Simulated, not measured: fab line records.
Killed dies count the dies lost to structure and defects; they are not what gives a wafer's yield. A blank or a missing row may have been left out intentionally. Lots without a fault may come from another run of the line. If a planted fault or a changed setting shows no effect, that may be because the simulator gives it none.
Chamber matching -- flow n5 finfet -- 4 sister chambers for N5_DUMMY_REMOVAL_STRIP_10 on rie diel-02
The step strips in N2/H2, time 40 s. 14 wafers are shown with their chamber, then 7 later ones without.

WAFERS PAIRED WITH THEIR CHAMBERS
wafer,chamber,showerhead plenum p Torr (Torr),drypump motor current A (A),throttle valve pct (%)
L077.3,1,3.52,5.6,12.40
L077.5,1,3.52,5.6,12.39
L077.6,0,3.33,5.8,11.79
L082.4,3,3.59,5.0,12.04
L082.5,1,3.51,5.6,12.42
L082.6,0,3.32,5.8,11.83
L083.2,0,3.32,5.8,11.83
L083.3,3,3.59,5.0,12.06
L083.5,3,3.59,5.1,12.07
L087.1,1,3.50,5.6,12.43
L087.2,2,3.35,5.7,12.50
L087.6,0,3.31,5.8,11.86
L095.1,1,3.50,5.6,12.46
L095.4,0,3.31,5.8,11.90

SIGNATURES (means of the wafers above)
reading,chamber 0,chamber 1,chamber 2,chamber 3,scatter within a chamber
showerhead plenum p Torr,3.3180,3.5100,3.3500,3.5900,0.00825
drypump motor current A,5.800,5.600,5.700,5.033,0.0258
throttle valve pct,11.8420,12.4200,12.5000,12.0567,0.0319
Rule: distance of a wafer from a chamber = root of the sum over the readings of ((wafer's reading minus chamber's mean) / reading's scatter) squared. The wafer belongs to the nearest chamber; if the next one is less than 2 further off, it can't be placed. The scatter: take each reading less its chamber's mean, square it, sum over the shown wafers, divide by the number of wafers less the number of chambers, and take the root.

WAFERS WITHOUT THEIR CHAMBER
wafer,showerhead plenum p Torr (Torr),drypump motor current A (A),throttle valve pct (%)
L095.5,3.31,5.8,11.88
L096.3,3.58,5.0,12.10
L096.5,3.58,5.1,12.10
L096.6,3.35,5.7,12.54
L097.1,3.35,5.7,12.53
L097.5,3.35,5.7,12.52
L097.6,3.58,5.0,12.12

WHICH CHAMBER EACH WENT THROUGH
wafer,from the rows above,in truth
L095.5,0,0
L096.3,3,3
L096.5,3,3
L096.6,2,2
L097.1,2,2
L097.5,2,2
L097.6,3,3
Correct placement for 7 of the 7. Not placeable from these rows: 0. Wrongly placed: 0.
